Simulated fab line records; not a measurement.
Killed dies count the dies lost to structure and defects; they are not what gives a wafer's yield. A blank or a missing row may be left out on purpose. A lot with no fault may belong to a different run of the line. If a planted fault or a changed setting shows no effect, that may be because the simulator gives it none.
fab line records    flow n5Finfet
[record] lots = 24  wafers = 72  lastDay = 17
route steps=1938 shown FIN_SAQP@94
lots that met no fault: taken from a fault-free run of the same line
startH: hours from the record's first day to the start of the lot's first wafer shown    waitH: time in hours since the lot's previous step    " repeats the value in the row above    L1.1+2: a single row standing in for several wafers    - no value, or no start given    * or withheld: withheld    < > ~ a bound
route shown NAME@n: a module of which the file shows steps, and the number in the route of the first    usual: the fault-free wafers' mean and standard deviation    same: alike in all rows    chamber/n: place in a boat    sites: each site's reading    _std_site: the values' standard deviation    _edge_site: the outer-site mean with the inner-site mean subtracted    radiusMm: for every site, how far away it sits from the centre of the wafer    mask NAME#n: copy n    behind: the most recent tool/chamber to have shaped the wafer    hold: reason for holding the lot/hours on hold/outcome of the hold    device: names the non-switching transistor (n, p or np)    end of line: tests of these same wafers at the route's end    for a step that has no rows: nothing shown but its recipe    killed: count of dies lost to structure and defects at first sort (not the wafer's yield)    map: shows each die of a wafer: x if killed, . if not, _ if none is there
set.NAME: the setting that was run; set.NAME@STEP: the one run at that earlier step    model.NAME: the simulator's own value behind a step, which no gauge read
steps of the route over a sample of lots; a table a step, a row a wafer
services: from which hour (startH, from the record's first day; less than 0 if before it) a tool's chamber was out of use, for how many hours, and why
[[steps]]
[step N5_FIN_SAQP_ALD_61]
[recipe] material = SiO2  targetThkA = 40  tempC = 300  aldPrecursorFamily = BDEAS  aldCoReactant = O2-plasma  pulseTimeS = 1  purgeTimeS = 2  coReactantPurgeTimeS = 2  aldCycles = 43  pressureTorr = 2
[usual] heaterPowerOuterW = 258/24  heaterPowerW = 458/34  precursorPulseHeightRel = 0.999/0.022  susceptorTempC = 299.97/0.17
lot.wafer  tool       chamber  startH  waitH  heaterPowerOuterW  heaterPowerW  precursorPulseHeightRel  susceptorTempC
L074.3     aldSin-01  3        20.28   0.0    228                411           0.958                    300.07
L074.4     "          0        "       "      244                452           1.012                    299.98
L074.5     "          3        "       "      236                406           1.005                    300.01
L075.2     aldSin-04  2        27.51   1.3    246                450           1.028                    299.81
L075.3     "          3        "       "      293                518           1.051                    299.91
L075.5     "          0        "       "      250                440           0.984                    299.85
L076.2     aldSin-01  2        32.11   0.0    250                483           1.032                    300.14
L076.4     "          1        "       "      272                451           0.993                    300.04
L076.6     "          1        "       "      271                450           1.018                    300.20
L077.2     aldSin-03  3        39.41   0.0    303                548           0.982                    299.80
L077.4     "          1        "       "      297                486           1.040                    299.83
L077.5     "          3        "       "      307                549           1.003                    299.90
L078.3     aldSin-03  3        44.58   0.0    315                554           1.014                    300.12
L078.4     "          1        "       "      305                474           0.976                    299.85
L078.5     "          1        "       "      295                472           0.981                    299.82
L079.1     aldSin-01  3        50.80   0.0    230                415           1.006                    299.92
L079.2     "          1        "       "      279                445           1.022                    299.74
L079.6     "          3        "       "      232                398           1.017                    299.73
L080.1     aldSin-01  1        57.53   1.0    273                442           1.012                    299.87
L080.2     "          2        "       "      260                489           0.993                    300.00
L080.5     "          2        "       "      261                473           0.965                    299.95
L081.2     aldSin-01  3        62.82   0.0    233                412           1.005                    300.22
L081.3     "          0        "       "      247                467           1.001                    299.97
L081.4     "          1        "       "      272                458           1.002                    300.21
L082.1     aldSin-04  3        68.90   0.0    302                492           1.033                    299.90
L082.3     "          0        "       "      257                440           0.997                    299.98
L082.6     "          2        "       "      245                442           1.025                    299.83
L083.2     aldSin-03  2        74.38   0.0    268                486           0.962                    299.97
L083.3     "          0        "       "      221                428           0.985                    300.11
L083.6     "          3        "       "      305                544           0.993                    299.85
L084.2     aldSin-01  3        81.00   0.0    230                410           0.984                    299.87
L084.3     "          0        "       "      250                460           1.002                    299.87
L084.6     "          0        "       "      247                471           1.007                    300.01
L085.1     aldSin-01  1        86.70   0.0    275                444           0.990                    299.83
L085.4     "          0        "       "      250                453           1.005                    299.97
L085.5     "          3        "       "      235                407           1.029                    300.06
L086.4     aldSin-01  3        94.14   0.8    234                401           0.979                    300.05
L086.5     "          3        "       "      226                418           0.984                    300.27
L086.6     "          2        "       "      254                487           0.984                    299.84
L087.3     aldSin-03  1        101.43  0.0    303                482           0.996                    299.98
L087.4     "          2        "       "      274                469           1.008                    299.65
L087.6     "          1        "       "      293                493           0.997                    299.93
L088.1     aldSin-04  2        105.57  0.0    235                412           1.024                    299.76
L088.4     "          1        "       "      249                445           1.015                    300.08
L088.6     "          0        "       "      246                443           1.025                    299.83
L089.1     aldSin-04  3        111.93  0.0    281                494           1.007                    299.79
L089.2     "          1        "       "      243                428           0.987                    299.79
L089.4     "          0        "       "      250                453           1.003                    299.74
L090.2     aldSin-01  1        118.37  0.0    280                445           0.951                    300.06
L090.3     "          0        "       "      243                454           1.008                    299.92
L090.5     "          3        "       "      235                412           0.970                    300.05
L091.1     aldSin-01  3        125.18  0.0    235                420           0.979                    299.76
L091.3     "          0        "       "      246                467           0.995                    300.33
L091.6     "          0        "       "      244                465           0.982                    300.32
L092.3     aldSin-03  0        129.30  0.0    229                432           1.034                    300.16
L092.5     "          1        "       "      298                483           0.996                    300.06
L092.6     "          0        "       "      219                423           0.988                    300.49
L093.2     aldSin-04  3        135.57  0.6    281                483           1.014                    300.25
L093.4     "          2        "       "      235                419           0.973                    300.07
L093.6     "          3        "       "      284                481           0.968                    299.94
L094.1     aldSin-04  0        140.91  0.1    248                448           0.997                    300.12
L094.5     "          2        "       "      245                436           1.025                    299.94
L094.6     "          0        "       "      247                458           0.996                    300.00
L095.2     aldSin-01  2        147.29  0.0    262                481           1.026                    300.22
L095.4     "          2        "       "      256                494           1.020                    299.77
L095.6     "          0        "       "      253                460           1.032                    299.92
L096.1     aldSin-01  0        152.86  0.0    249                464           1.018                    300.02
L096.2     "          2        "       "      254                482           0.976                    300.25
L096.6     "          0        "       "      246                466           1.008                    299.89
L097.2     aldSin-01  3        158.33  0.0    229                427           0.973                    300.07
L097.3     "          0        "       "      245                464           1.005                    300.02
L097.5     "          3        "       "      230                412           0.996                    299.82
[step N5_FIN_SAQP_OVL_MEAS_17]
[recipe] pointsPerWafer = 44
[usual] FIN_CORE_OVL = -0.1/0.84
lot.wafer  tool        chamber  startH  waitH  FIN_CORE_OVL[nm]
L074.3     overlay-02  0        21.52   0.0    -1.4
L074.4     "           0        "       "      -0.5
L074.5     "           0        "       "      -0.8
L075.2     overlay-01  0        28.88   0.0    -0.9
L075.3     "           0        "       "      -0.2
L075.5     "           0        "       "      0.1
L076.2     overlay-02  0        33.59   0.0    -1.2
L076.4     "           0        "       "      -1.7
L076.6     "           0        "       "      -1.4
L077.2     overlay-01  0        40.87   0.0    -0.7
L077.4     "           0        "       "      0.2
L077.5     "           0        "       "      -0.5
L078.3     overlay-01  0        45.71   0.0    1.2
L078.4     "           0        "       "      1.9
L078.5     "           0        "       "      1.2
L079.1     overlay-02  0        52.10   0.0    -0.6
L079.2     "           0        "       "      -1.8
L079.6     "           0        "       "      -0.1
L080.1     overlay-02  0        58.85   0.0    0.1
L080.2     "           0        "       "      -0.5
L080.5     "           0        "       "      -0.8
L081.2     overlay-01  0        64.08   0.0    0.9
L081.3     "           0        "       "      1.0
L081.4     "           0        "       "      0.6
L082.1     overlay-01  0        70.17   0.0    0.3
L082.3     "           0        "       "      -0.6
L082.6     "           0        "       "      -0.6
L083.2     overlay-01  0        75.87   0.0    -1.1
L083.3     "           0        "       "      -0.1
L083.6     "           0        "       "      0.2
L084.2     overlay-01  0        82.24   0.0    0.5
L084.3     "           0        "       "      1.4
L084.6     "           0        "       "      -0.1
L085.1     overlay-02  0        88.08   0.0    -1.4
L085.4     "           0        "       "      0.1
L085.5     "           0        "       "      0.1
L086.4     overlay-01  0        95.48   0.0    -0.1
L086.5     "           0        "       "      1.8
L086.6     "           0        "       "      1.6
L087.3     overlay-01  0        102.69  0.0    -0.3
L087.4     "           0        "       "      -2.5
L087.6     "           0        "       "      -1.6
L088.1     overlay-01  0        106.84  0.0    -1.3
L088.4     "           0        "       "      0.0
L088.6     "           0        "       "      -0.1
L089.1     overlay-01  0        113.17  0.0    0.5
L089.2     "           0        "       "      -0.2
L089.4     "           0        "       "      0.2
L090.2     overlay-01  0        119.82  0.0    1.3
L090.3     "           0        "       "      -0.8
L090.5     "           0        "       "      0.0
L091.1     overlay-02  0        126.41  0.0    0.0
L091.3     "           0        "       "      0.6
L091.6     "           0        "       "      0.8
L092.3     overlay-02  0        130.42  0.0    0.2
L092.5     "           0        "       "      -0.5
L092.6     "           0        "       "      0.9
L093.2     overlay-01  0        136.87  0.0    -0.7
L093.4     "           0        "       "      -1.0
L093.6     "           0        "       "      -0.3
L094.1     overlay-02  0        142.33  0.0    0.0
L094.5     "           0        "       "      1.5
L094.6     "           0        "       "      0.4
L095.2     overlay-01  0        148.54  0.0    1.0
L095.4     "           0        "       "      0.6
L095.6     "           0        "       "      0.6
L096.1     overlay-02  0        154.09  0.0    0.6
L096.2     "           0        "       "      0.2
L096.6     "           0        "       "      -0.4
L097.2     overlay-02  0        159.44  0.0    -1.6
L097.3     "           0        "       "      0.1
L097.5     "           0        "       "      -0.1
[step N5_FIN_SAQP_HM_OPEN_73]
[recipe] chemistry = CHF3/O2  target = SiO2  stopOn = a-Si  targetDepthA = 120  overEtchFrac = 1.8  maskMaterial = SOC  timeS = 16.8  pressureMtorr = 30  sourceW = 650  biasW = 170  Ar_flow_sccm = 200  CHF3_flow_sccm = 50  O2_flow_sccm = 5  ionEnergyEv = 200  ends = endPoint
[usual] drypumpMotorCurrentA = 6.0/0.45  oesProductAu = 0.47/0.042  rfVppV = 525/5  showerheadPlenumPTorr = 2.44/0.075  throttleValvePct = 18.77/0.17
lot.wafer  tool        chamber  startH  waitH  drypumpMotorCurrentA  oesProductAu  rfHoursCounterH  rfVppV  showerheadPlenumPTorr  throttleValvePct
L074.3     rieDiel-01  3        21.77   0.0    5.1                   0.45          181              516     2.31                   18.81
L074.4     "           0        "       "      5.4                   0.59          12               525     2.47                   19.04
L074.5     "           3        "       "      5.1                   0.46          -                518     2.31                   18.79
L075.2     rieDiel-01  1        29.14   0.0    6.6                   0.56          19               528     2.47                   19.06
L075.3     "           0        "       "      5.5                   0.57          13               524     2.47                   19.03
L075.5     "           1        "       "      6.6                   0.57          -                528     2.47                   19.06
L076.2     rieDiel-05  1        33.88   0.0    6.2                   0.43          196              536     2.50                   18.84
L076.4     "           2        "       "      6.6                   0.49          88               525     2.44                   18.75
L076.6     "           2        "       "      6.6                   0.50          -                523     2.44                   18.76
L077.2     rieDiel-04  3        41.13   0.0    5.6                   0.45          143              527     2.52                   18.58
L077.4     "           1        "       "      5.7                   0.49          -                525     2.43                   18.98
L077.5     "           2        "       "      5.7                   0.43          -                517     2.49                   18.56
L078.3     rieDiel-01  1        46.02   0.0    6.6                   0.55          26               528     2.46                   19.07
L078.4     "           0        "       "      5.5                   0.57          19               525     2.46                   19.05
L078.5     "           1        "       "      6.6                   0.55          -                527     2.47                   19.08
L079.1     rieDiel-05  3        52.35   0.0    5.6                   0.50          76               525     2.55                   18.88
L079.2     "           0        "       "      5.6                   0.53          37               528     2.35                   18.56
L079.6     "           1        "       "      6.2                   0.44          -                534     2.49                   18.88
L080.1     rieDiel-04  2        59.10   0.0    5.7                   0.41          204              519     2.49                   18.58
L080.2     "           0        "       "      6.6                   0.44          181              523     2.30                   18.56
L080.5     "           0        "       "      6.6                   0.44          -                523     2.30                   18.58
L081.2     rieDiel-04  2        64.39   0.0    5.7                   0.43          206              517     2.49                   18.57
L081.3     "           3        "       "      5.6                   0.45          150              526     2.52                   18.59
L081.4     "           0        "       "      6.6                   0.44          183              521     2.30                   18.57
L082.1     rieDiel-05  0        70.42   0.0    5.6                   0.52          43               528     2.35                   18.56
L082.3     "           3        "       "      5.6                   0.50          82               526     2.55                   18.89
L082.6     "           2        "       "      6.6                   0.49          -                523     2.43                   18.79
L083.2     rieDiel-04  0        76.39   0.0    6.6                   0.44          187              522     2.30                   18.56
L083.3     "           3        "       "      5.7                   0.45          154              526     2.52                   18.60
L083.6     "           2        "       "      5.7                   0.42          -                517     2.48                   18.60
L084.2     rieDiel-05  2        82.49   0.0    6.6                   0.49          106              524     2.43                   18.78
L084.3     "           0        "       "      5.6                   0.52          47               528     2.35                   18.58
L084.6     "           1        "       "      6.3                   0.43          -                535     2.49                   18.87
L085.1     rieDiel-05  0        88.59   0.0    5.6                   0.52          49               528     2.35                   18.57
L085.4     "           2        "       "      6.6                   0.49          108              525     2.43                   18.78
L085.5     "           2        "       "      6.6                   0.50          -                523     2.43                   18.78
L086.4     rieDiel-04  2        96.18   0.0    5.7                   0.42          217              517     2.48                   18.60
L086.5     "           3        "       "      5.6                   0.46          -                524     2.51                   18.61
L086.6     "           2        "       "      5.7                   0.42          -                517     2.48                   18.59
L087.3     rieDiel-04  3        103.06  0.0    5.6                   0.45          163              525     2.51                   18.60
L087.4     "           2        "       "      5.7                   0.42          219              518     2.48                   18.61
L087.6     "           1        "       "      5.7                   0.49          -                525     2.42                   19.00
L088.1     rieDiel-05  2        107.30  0.0    6.6                   0.48          117              525     2.43                   18.80
L088.4     "           0        "       "      5.6                   0.53          57               527     2.35                   18.59
L088.6     "           0        "       "      5.6                   0.52          -                528     2.35                   18.60
L089.1     rieDiel-04  2        115.04  0.0    5.7                   0.41          224              518     2.48                   18.61
L089.2     "           0        "       "      6.6                   0.43          202              523     2.29                   18.61
L089.4     "           3        "       "      5.7                   0.45          169              525     2.51                   18.62
L090.2     rieDiel-05  3        120.47  0.0    5.6                   0.48          103              523     2.54                   18.92
L090.3     "           0        "       "      5.6                   0.51          64               527     2.34                   18.61
L090.5     "           0        "       "      5.6                   0.52          -                529     2.34                   18.61
L091.1     rieDiel-05  2        126.67  0.0    6.6                   0.48          124              523     2.43                   18.81
L091.3     "           3        "       "      5.5                   0.47          106              524     2.54                   18.93
L091.6     "           1        "       "      6.3                   0.41          -                536     2.48                   18.90
L092.3     rieDiel-05  3        130.67  0.0    5.5                   0.48          107              525     2.54                   18.92
L092.5     "           2        "       "      6.6                   0.49          -                524     2.42                   18.82
L092.6     "           1        "       "      6.3                   0.42          -                536     2.48                   18.91
L093.2     rieDiel-04  0        137.13  0.0    6.6                   0.43          211              522     2.29                   18.62
L093.4     "           2        "       "      5.7                   0.41          234              517     2.47                   18.62
L093.6     "           0        "       "      6.6                   0.43          -                521     2.29                   18.61
L094.1     rieDiel-04  2        142.66  0.0    5.7                   0.41          236              517     2.47                   18.63
L094.5     "           0        "       "      6.6                   0.43          -                524     2.29                   18.61
L094.6     "           3        "       "      5.7                   0.44          -                524     2.51                   18.64
L095.2     rieDiel-04  0        148.80  0.0    6.6                   0.43          216              522     2.29                   18.63
L095.4     "           2        "       "      5.8                   0.40          239              518     2.47                   18.63
L095.6     "           1        "       "      5.7                   0.47          -                524     2.42                   19.05
L096.1     rieDiel-04  1        154.67  0.0    5.7                   0.47          121              526     2.41                   19.07
L096.2     "           3        "       "      5.7                   0.44          184              526     2.50                   18.63
L096.6     "           2        "       "      5.8                   0.41          -                516     2.47                   18.66
L097.2     rieDiel-05  2        159.69  0.0    6.6                   0.46          138              523     2.42                   18.84
L097.3     "           0        "       "      5.6                   0.50          80               528     2.34                   18.64
L097.5     "           1        "       "      6.2                   0.41          -                534     2.48                   18.92
[step N5_FIN_SAQP_CD_MEAS_27]
[recipe] targetCdNm = 20  landingEnergyEv = 1000  detector = seInlens  polarity = line
[usual] cdNm = 20.33/0.22
lot.wafer  tool      chamber  startH  waitH  cdNm
L074.3     cdSem-03  0        23.58   0.1    20.36
L074.4     "         0        "       "      20.26
L074.5     "         0        "       "      20.06
L075.2     cdSem-02  0        31.40   0.1    20.20
L075.3     "         0        "       "      20.15
L075.5     "         0        "       "      20.55
L076.2     cdSem-03  0        35.72   0.1    20.49
L076.4     "         0        "       "      20.45
L076.6     "         0        "       "      20.03
L077.2     cdSem-02  0        42.95   0.1    20.32
L077.4     "         0        "       "      20.12
L077.5     "         0        "       "      20.31
L078.3     cdSem-02  0        47.91   0.1    20.19
L078.4     "         0        "       "      20.47
L078.5     "         0        "       "      20.60
L079.1     cdSem-02  0        54.16   0.1    20.23
L079.2     "         0        "       "      20.05
L079.6     "         0        "       "      20.47
L080.1     cdSem-03  0        61.24   0.1    20.39
L080.2     "         0        "       "      20.37
L080.5     "         0        "       "      20.37
L081.2     cdSem-02  0        66.26   0.1    20.48
L081.3     "         0        "       "      19.96
L081.4     "         0        "       "      19.92
L082.1     cdSem-02  0        72.25   0.1    20.21
L082.3     "         0        "       "      20.58
L082.6     "         0        "       "      20.22
L083.2     cdSem-02  0        78.27   0.1    20.36
L083.3     "         0        "       "      20.65
L083.6     "         0        "       "      20.05
L084.2     cdSem-02  0        84.59   0.1    19.98
L084.3     "         0        "       "      19.92
L084.6     "         0        "       "      20.26
L085.1     cdSem-03  0        90.93   0.1    20.07
L085.4     "         0        "       "      20.38
L085.5     "         0        "       "      20.38
L086.4     cdSem-03  0        98.15   0.1    20.53
L086.5     "         0        "       "      20.27
L086.6     "         0        "       "      20.19
L087.3     cdSem-03  0        104.88  0.1    20.33
L087.4     "         0        "       "      20.30
L087.6     "         0        "       "      20.36
L088.1     cdSem-02  0        111.57  0.1    20.80
L088.4     "         0        "       "      20.49
L088.6     "         0        "       "      20.46
L089.1     cdSem-02  0        116.90  0.1    20.30
L089.2     "         0        "       "      20.13
L089.4     "         0        "       "      20.61
L090.2     cdSem-03  0        122.49  0.1    20.23
L090.3     "         0        "       "      20.24
L090.5     "         0        "       "      19.89
L091.1     cdSem-01  0        128.47  0.1    20.10
L091.3     "         0        "       "      20.27
L091.6     "         0        "       "      20.69
L092.3     cdSem-03  0        133.16  0.1    20.24
L092.5     "         0        "       "      20.67
L092.6     "         0        "       "      20.61
L093.2     cdSem-02  0        139.36  0.1    20.38
L093.4     "         0        "       "      20.23
L093.6     "         0        "       "      20.23
L094.1     cdSem-01  0        144.69  0.1    20.36
L094.5     "         0        "       "      20.45
L094.6     "         0        "       "      20.22
L095.2     cdSem-02  0        151.51  0.1    20.80
L095.4     "         0        "       "      20.24
L095.6     "         0        "       "      20.57
L096.1     cdSem-02  0        156.61  0.1    20.15
L096.2     "         0        "       "      20.35
L096.6     "         0        "       "      20.32
L097.2     cdSem-03  0        161.58  0.1    20.28
L097.3     "         0        "       "      20.38
L097.5     "         0        "       "      20.62
[step N5_FIN_SAQP_RECESS_71]
[recipe] chemistry = HF/NH3  target = SiO2  targetDepthA = 30  afsCycles = 1  tempC = 30  sublimationTempC = 180  sublimationTimeS = 60
[usual] drypumpMotorCurrentA = 5.7/0.39
[same] sublimationTimeS = 60
lot.wafer  tool          chamber  startH  waitH  drypumpMotorCurrentA
L074.3     vaporEtch-02  0        24.50   0.1    5.3
L074.4     "             1        "       "      5.4
L074.5     "             1        "       "      5.3
L075.2     vaporEtch-02  0        32.34   0.0    5.3
L075.3     "             1        "       "      5.3
L075.5     "             1        "       "      5.3
L076.2     vaporEtch-02  1        36.85   0.0    5.3
L076.4     "             1        "       "      5.3
L076.6     "             1        "       "      5.3
L077.2     vaporEtch-02  1        43.82   0.0    5.3
L077.4     "             1        "       "      5.3
L077.5     "             1        "       "      5.3
L078.3     vaporEtch-01  0        48.91   0.1    6.3
L078.4     "             1        "       "      5.9
L078.5     "             0        "       "      6.3
L079.1     vaporEtch-01  1        55.36   0.0    5.9
L079.2     "             0        "       "      6.2
L079.6     "             0        "       "      6.3
L080.1     vaporEtch-02  1        62.13   0.0    5.3
L080.2     "             0        "       "      5.3
L080.5     "             0        "       "      5.3
L081.2     vaporEtch-02  1        67.32   0.2    5.3
L081.3     "             1        "       "      5.3
L081.4     "             0        "       "      5.3
L082.1     vaporEtch-01  1        73.24   0.0    5.9
L082.3     "             1        "       "      5.9
L082.6     "             0        "       "      6.3
L083.2     vaporEtch-02  1        79.15   0.0    5.4
L083.3     "             1        "       "      5.3
L083.6     "             0        "       "      5.4
L084.2     vaporEtch-02  0        85.47   0.0    5.3
L084.3     "             0        "       "      5.3
L084.6     "             1        "       "      5.3
L085.1     vaporEtch-02  1        92.01   0.0    5.3
L085.4     "             0        "       "      5.3
L085.5     "             0        "       "      5.3
L086.4     vaporEtch-01  1        99.38   0.1    5.9
L086.5     "             0        "       "      6.2
L086.6     "             1        "       "      5.9
L087.3     vaporEtch-02  0        106.01  0.1    5.4
L087.4     "             1        "       "      5.3
L087.6     "             0        "       "      5.3
L088.1     vaporEtch-02  0        112.80  0.0    5.3
L088.4     "             0        "       "      5.3
L088.6     "             0        "       "      5.4
L089.1     vaporEtch-02  0        118.38  0.0    5.3
L089.2     "             1        "       "      5.4
L089.4     "             0        "       "      5.3
L090.2     vaporEtch-01  0        123.43  0.0    6.3
L090.3     "             0        "       "      6.3
L090.5     "             1        "       "      5.9
L091.1     vaporEtch-01  0        129.56  0.3    6.2
L091.3     "             1        "       "      5.9
L091.6     "             0        "       "      6.2
L092.3     vaporEtch-01  0        134.38  0.1    6.3
L092.5     "             1        "       "      5.8
L092.6     "             0        "       "      6.3
L093.2     vaporEtch-01  1        140.49  0.0    5.9
L093.4     "             1        "       "      5.9
L093.6     "             0        "       "      6.3
L094.1     vaporEtch-01  0        145.58  0.0    6.3
L094.5     "             0        "       "      6.2
L094.6     "             1        "       "      5.9
L095.2     vaporEtch-01  1        152.60  0.0    5.9
L095.4     "             1        "       "      5.9
L095.6     "             0        "       "      6.3
L096.1     vaporEtch-01  0        157.60  0.0    6.3
L096.2     "             1        "       "      5.9
L096.6     "             1        "       "      5.9
L097.2     vaporEtch-02  1        162.56  0.1    5.3
L097.3     "             1        "       "      5.3
L097.5     "             1        "       "      5.4
[step N5_FIN_SAQP_INSPECT_40]
[recipe] inspectInstrument = brightfield  mode = aei
[usual] rawDefectCount = 215/55
lot.wafer  tool              chamber  startH  waitH  rawDefectCount
L074.3     defectInspect-01  -        25.71   0.0    210
L074.4     "                 -        "       "      248
L074.5     "                 -        "       "      199
L075.2     defectInspect-01  -        33.71   0.0    242
L075.3     "                 -        "       "      217
L075.5     "                 -        "       "      276
L076.2     defectInspect-01  -        38.16   0.0    281
L076.4     "                 -        "       "      242
L076.6     "                 -        "       "      198
L077.2     defectInspect-01  -        45.08   0.0    203
L077.4     "                 -        "       "      321
L077.5     "                 -        "       "      368
L078.3     defectInspect-01  -        50.12   0.0    120
L078.4     "                 -        "       "      148
L078.5     "                 -        "       "      134
L079.1     defectInspect-01  -        56.65   0.0    242
L079.2     "                 -        "       "      253
L079.6     "                 -        "       "      202
L080.1     defectInspect-01  -        63.99   0.0    217
L080.2     "                 -        "       "      203
L080.5     "                 -        "       "      182
L081.2     defectInspect-01  -        68.63   0.0    204
L081.3     "                 -        "       "      297
L081.4     "                 -        "       "      209
L082.1     defectInspect-01  -        74.51   0.0    219
L082.3     "                 -        "       "      172
L082.6     "                 -        "       "      154
L083.2     defectInspect-01  -        81.33   0.0    134
L083.3     "                 -        "       "      163
L083.6     "                 -        "       "      168
L084.2     defectInspect-01  -        87.72   0.0    259
L084.3     "                 -        "       "      205
L084.6     "                 -        "       "      193
L085.1     defectInspect-02  -        94.27   0.0    169
L085.4     "                 -        "       "      251
L085.5     "                 -        "       "      242
L086.4     defectInspect-01  -        100.59  0.0    195
L086.5     "                 -        "       "      293
L086.6     "                 -        "       "      278
L087.3     defectInspect-01  -        107.45  0.0    180
L087.4     "                 -        "       "      180
L087.6     "                 -        "       "      232
L088.1     defectInspect-01  -        114.17  0.0    214
L088.4     "                 -        "       "      259
L088.6     "                 -        "       "      285
L089.1     defectInspect-01  -        119.97  0.0    194
L089.2     "                 -        "       "      245
L089.4     "                 -        "       "      221
L090.2     defectInspect-01  -        124.69  0.0    160
L090.3     "                 -        "       "      167
L090.5     "                 -        "       "      207
L091.1     defectInspect-02  -        130.82  0.0    189
L091.3     "                 -        "       "      170
L091.6     "                 -        "       "      188
L092.3     defectInspect-02  -        136.25  0.0    107
L092.5     "                 -        "       "      184
L092.6     "                 -        "       "      129
L093.2     defectInspect-02  -        141.74  0.0    220
L093.4     "                 -        "       "      188
L093.6     "                 -        "       "      266
L094.1     defectInspect-02  -        147.01  0.0    213
L094.5     "                 -        "       "      213
L094.6     "                 -        "       "      192
L095.2     defectInspect-01  -        153.88  0.0    218
L095.4     "                 -        "       "      244
L095.6     "                 -        "       "      148
L096.1     defectInspect-02  -        159.03  0.0    155
L096.2     "                 -        "       "      204
L096.6     "                 -        "       "      215
L097.2     defectInspect-02  -        164.31  0.0    280
L097.3     "                 -        "       "      212
L097.5     "                 -        "       "      264
[[services]]
tool          chamber  startH  hours  kind
vaporEtch-01  -        -1.06   0.3    repair
aldSin-04     1        11.53   7.4    repair
aldSin-04     3        12.07   4.7    repair
aldSin-03     2        16.61   16.4   repair
aldSin-03     3        20.79   6.5    repair
aldSin-03     0        33.74   7.6    repair
rieDiel-04    0        40.18   2.6    repair
vaporEtch-01  0        63.46   1.0    repair
aldSin-04     -        79.87   0.6    repair
aldSin-04     -        85.56   14.0   pm
aldSin-04     0        85.56   14.0   ventCycle
aldSin-04     1        85.56   14.0   ventCycle
aldSin-04     2        85.56   14.0   ventCycle
aldSin-04     3        85.56   14.0   ventCycle
rieDiel-01    -        88.48   28.1   pm
aldSin-04     0        99.56   -      clean
aldSin-04     1        99.56   -      clean
aldSin-04     2        99.56   -      clean
rieDiel-04    -        101.30  0.5    repair
aldSin-03     -        112.71  2.8    pm
rieDiel-05    2        119.71  1.5    repair
aldSin-01     1        145.72  3.2    repair
vaporEtch-01  -        146.91  0.5    repair
rieDiel-04    1        160.26  9.4    repair
[[key]]
fault none
